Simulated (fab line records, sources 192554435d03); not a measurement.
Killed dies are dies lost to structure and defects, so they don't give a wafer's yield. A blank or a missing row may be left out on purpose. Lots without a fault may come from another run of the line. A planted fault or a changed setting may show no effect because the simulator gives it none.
Which tool did it? | flow n5_finfet | 10 lots, 30 wafers sampled, at 3 steps of a route of 1938

WHAT THE GAUGES READ, wafer by wafer
N5_BEOL_M6_INSPECT_58: inspects for defects (darkfield). Usual: raw_defect_count 82, standard deviation 27.
lot  | measured     | on                | raw_defect_count | flag
L694 | day 9 08:51  | defect_inspect-02 | 33 39 63         |
L696 | day 9 20:32  | defect_inspect-02 | 66 100 90        |
L698 | day 10 14:32 | defect_inspect-01 | 86 124 97        |
L702 | day 11 09:23 | defect_inspect-01 | 123 108 80       |
L701 | day 11 18:10 | defect_inspect-01 | 68 46 55         |
L709 | day 13 12:19 | defect_inspect-01 | 62 82 64         |
L711 | day 13 17:34 | defect_inspect-01 | 60 47 55         |
L712 | day 13 20:05 | defect_inspect-01 | 72 57 39         |
L713 | day 14 13:13 | defect_inspect-02 | 114 112 163      |
L715 | day 15 16:59 | defect_inspect-02 | 125 109 89       |

WHICH TOOL RAN EACH LOT (tool, then ch and the chambers of the sampled wafers, then the start)
lot  | N5_BEOL_M6_ETCH_41                            | N5_BEOL_M6_ALD_77
L694 | rie_diel-02 ch 0,1,2, day 9 06:55 or earlier  | ald_metal-01 ch 0,1,3, day 9 06:55
L696 | rie_diel-02 ch 0,1,3, day 9 18:18 or earlier  | ald_metal-02 ch 0,1, day 9 18:18
L698 | rie_diel-04 ch 0,2,3, day 10 12:44 or earlier | ald_metal-01 ch 1,2,3, day 10 12:44
L702 | rie_diel-04 ch 0,1,2, day 11 07:42 or earlier | ald_metal-02 ch 1,2,3, day 11 07:42
L701 | rie_diel-01 ch 0,1, day 11 16:38 or earlier   | ald_metal-02 ch 0,2, day 11 16:38
L709 | rie_diel-02 ch 1,3, day 13 10:06 or earlier   | ald_metal-01 ch 0,2,3, day 13 10:06
L711 | rie_diel-02 ch 2,3, day 13 15:31 or earlier   | ald_metal-03 ch 0,1,2, day 13 15:31
L712 | rie_diel-01 ch 0,2, day 13 18:38 or earlier   | ald_metal-03 ch 0,2,3, day 13 18:38
L713 | rie_diel-01 ch 0,2,3, day 14 10:33 or earlier | ald_metal-01 ch 0,1,2, day 14 10:33
L715 | rie_diel-02 ch 1,2,3, day 15 15:06 or earlier | ald_metal-02 ch 0,1,3, day 15 15:06
- N5_BEOL_M6_ETCH_41: etches SiCN in CH3F/O2, target depth 29.7 nm, time 52 s.
- N5_BEOL_M6_ALD_77: deposits TaN, target thk 2 nm, pulse time 2 s, purge time 3 s.

WHAT THE TOOLS THEMSELVES READ (means of the sampled wafers that have a number; where no wafer has one, the mark that the record gives instead)
N5_BEOL_M6_ETCH_41. Usual: drypump_motor_current_A 5.5 A, standard deviation 0.37; oes_product_au 0.80 a.u., standard deviation 0.085; rf_fwd_power_W 391.1 W, standard deviation 1.7; rf_vpp_V 297.8 V, standard deviation 1.3; showerhead_plenum_p_Torr 2.02 Torr, standard deviation 0.052; throttle_valve_pct 16.33 %, standard deviation 0.18.
lot  | tool        | drypump_motor_current_A (A) | oes_product_au (a.u.) | rf_fwd_power_W (W) | rf_vpp_V (V) | showerhead_plenum_p_Torr (Torr) | throttle_valve_pct (%) | flag
L694 | rie_diel-02 | 5.3                         | 0.74                  | 391.4              | 297.6        | 2.02                            | 16.52                  |
L696 | rie_diel-02 | 5.2                         | 0.74                  | 390.5              | 298.9        | 2.05                            | 16.54                  |
L698 | rie_diel-04 | 5.6                         | 0.79                  | 391.6              | 297.2        | 2.01                            | 16.38                  |
L702 | rie_diel-04 | 5.6                         | 0.80                  | 392.8              | 296.4        | 1.98                            | 16.36                  |
L701 | rie_diel-01 | 5.5                         | 0.79                  | 391.0              | 298.9        | 2.09                            | 16.22                  |
L709 | rie_diel-02 | 4.8                         | 0.75                  | 391.5              | 297.7        | 2.03                            | 16.54                  |
L711 | rie_diel-02 | 5.4                         | 0.70                  | 390.2              | 296.8        | 2.01                            | 16.36                  |
L712 | rie_diel-01 | 5.8                         | 0.82                  | 388.2              | 299.7        | 2.10                            | 16.15                  |
L713 | rie_diel-01 | 5.7                         | 0.81                  | 390.2              | 297.6        | 2.05                            | 16.16                  |
L715 | rie_diel-02 | 5.1                         | 0.71                  | 390.9              | 297.8        | 2.01                            | 16.50                  |

N5_BEOL_M6_ALD_77. Usual: heater_power_w 438 W, standard deviation 43; susceptor_temp_C 275.02 C, standard deviation 0.18.
lot  | tool         | heater_power_w (W) | susceptor_temp_C (C) | flag
L694 | ald_metal-01 | 439                | 275.00               |
L696 | ald_metal-02 | 390                | 274.93               |
L698 | ald_metal-01 | 433                | 275.07               |
L702 | ald_metal-02 | 432                | 274.87               |
L701 | ald_metal-02 | 406                | 274.96               |
L709 | ald_metal-01 | 405                | 275.07               |
L711 | ald_metal-03 | 464                | 275.22               |
L712 | ald_metal-03 | 464                | 274.98               |
L713 | ald_metal-01 | 454                | 275.10               |
L715 | ald_metal-02 | 425                | 274.84               |

THE ANSWER, worked out from the rows above alone
Rule: a lot is off if the mean of its wafers that have a number lies more than 3 standard deviations from the usual mean. A lot without any number at a reading at which 4 lots or more have one is off too. The other lots that the step has rows for count as sound. The gauges are gone through in route order, then the tools' own readings, and for those a lot's mean is taken as printed above. The first step at which some lot is off is used, and at that step the reading that is off furthest; a lot without a number counts as furthest.
No lot is off at any reading shown: from this, nothing can be told.

WHAT THE SIMULATOR HAD PUT IN
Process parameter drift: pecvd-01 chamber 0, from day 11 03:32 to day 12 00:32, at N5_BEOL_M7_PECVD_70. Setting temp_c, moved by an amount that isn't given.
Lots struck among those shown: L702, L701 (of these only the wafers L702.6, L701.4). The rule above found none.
